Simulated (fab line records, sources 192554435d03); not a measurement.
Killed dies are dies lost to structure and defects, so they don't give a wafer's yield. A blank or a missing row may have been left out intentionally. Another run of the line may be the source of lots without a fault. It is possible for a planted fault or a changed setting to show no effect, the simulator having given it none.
Split-lot experiment + flow n5-finfet + route with 1938 steps; 7 lots, 21 wafers read

THE SPLIT ITSELF
At N5_DUMMY_GATE_COAT_28 (time 60 s, resist thk 10 nm), the setting spin-rpm was moved away from the recipe's 1500 rpm on 7 of the 21 wafers read, by -10.2% to +8.9%. This setting was run at the recipe's value on the other wafers.

The reading is taken at the split's own step.

THE READING
underlayer_of_DUMMY_GATE_COAT_28.thk-nm (the simulator's own value, which no gauge read), in nm, at N5_DUMMY_GATE_COAT_28 (time 60 s, resist thk 10 nm). The file does not state a usual value for it.

| wafer  | tool, chamber at the split | spin-rpm as run, rpm | against the recipe | underlayer_of_DUMMY_GATE_COAT_28.thk-nm, nm | against lot-mates on the recipe |
|--------|----------------------------|----------------------|--------------------|---------------------------------------------|---------------------------------|
| L075.1 | litho-track-05, 0          | 1500                 | recipe             | 10                                          | -                               |
| L075.4 | litho-track-05, 0          | 1500                 | recipe             | 10                                          | -                               |
| L075.5 | litho-track-05, 0          | 1500                 | recipe             | 10                                          | -                               |
| L076.1 | litho-track-02, 0          | 1500                 | recipe             | 10                                          | -                               |
| L076.4 | litho-track-02, 0          | 1633                 | +8.9%              | 9.6                                         | -0.4                            |
| L076.5 | litho-track-02, 0          | 1633                 | +8.9%              | 9.6                                         | -0.4                            |
| L084.1 | litho-track-03, 0          | 1347                 | -10.2%             | 10.6                                        | +0.6                            |
| L084.4 | litho-track-03, 0          | 1500                 | recipe             | 10                                          | -                               |
| L084.5 | litho-track-03, 0          | 1500                 | recipe             | 10                                          | -                               |
| L091.3 | litho-track-05, 0          | 1500                 | recipe             | 10                                          | -                               |
| L091.4 | litho-track-05, 0          | 1500                 | recipe             | 10                                          | -                               |
| L091.5 | litho-track-05, 0          | 1500                 | recipe             | 10                                          | -                               |
| L094.1 | litho-track-02, 0          | 1604                 | +6.9%              | 9.8                                         | -0.2                            |
| L094.4 | litho-track-02, 0          | 1500                 | recipe             | 10                                          | -                               |
| L094.6 | litho-track-02, 0          | 1500                 | recipe             | 10                                          | -                               |
| L095.1 | litho-track-03, 0          | 1357                 | -9.5%              | 10.6                                        | +0.6                            |
| L095.2 | litho-track-03, 0          | 1357                 | -9.5%              | 10.4                                        | +0.4                            |
| L095.5 | litho-track-03, 0          | 1500                 | recipe             | 10                                          | -                               |
| L097.1 | litho-track-03, 0          | 1500                 | recipe             | 10                                          | -                               |
| L097.2 | litho-track-03, 0          | 1500                 | recipe             | 10                                          | -                               |
| L097.3 | litho-track-03, 0          | 1595                 | +6.3%              | 9.8                                         | -0.2                            |

THE FIT
A straight line over all 21 wafers: underlayer_of_DUMMY_GATE_COAT_28.thk-nm changes by -0.0479 nm for each +1% of spin-rpm; r = -0.98; the points scatter about the line by 0.054 nm.
The same after taking each lot's own level away (the mean of its wafers on the recipe; 21 wafers): -0.0479 nm for each +1%; r = -0.98; scatter 0.054 nm.
That fit puts the effect of the largest move of spin-rpm on the reading at 0.49 nm.
The lots' own levels span 10.00 to 10.00 nm.
The two slopes agree, so the slope changes little with the lot-to-lot level.
Check: with one of the wafers moved furthest among these (-10.2%) left out of the fit, the line predicts +0.482 nm for it against its lot-mates. It came out at +0.6 nm against them.

FURTHER SPLITS ON THESE WAFERS
Note: prior to the reading, these wafers also went through further splits. Each is held against what the fit with the lots' levels taken away leaves over:
| other split on the same wafers    | wafers away from the commonest value | r with underlayer_of_DUMMY_GATE_COAT_28.thk-nm (lot level and that fit taken away) |
|-----------------------------------|--------------------------------------|------------------------------------------------------------------------------------|
| N5_ZERO_LAYER_PECVD_02 time-s     | 7                                    | -0.24                                                                              |
| N5_ZERO_LAYER_COAT_05 spin-rpm    | 2                                    | +0.22                                                                              |
| N5_WELL_APT_PEB_23 peb-time-s     | 8                                    | -0.29                                                                              |
| N5_FIN_SAQP_EXPOSE_13 dose-mj     | 4                                    | -0.29                                                                              |
| N5_FIN_SAQP_SPACER2_ALD_28 temp-c | 12                                   | +0.38                                                                              |

FILE'S OWN FIT
underlayer_of_DUMMY_GATE_COAT_28.thk-nm changes by -0.0472 nm for each +1% of spin-rpm, r = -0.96.
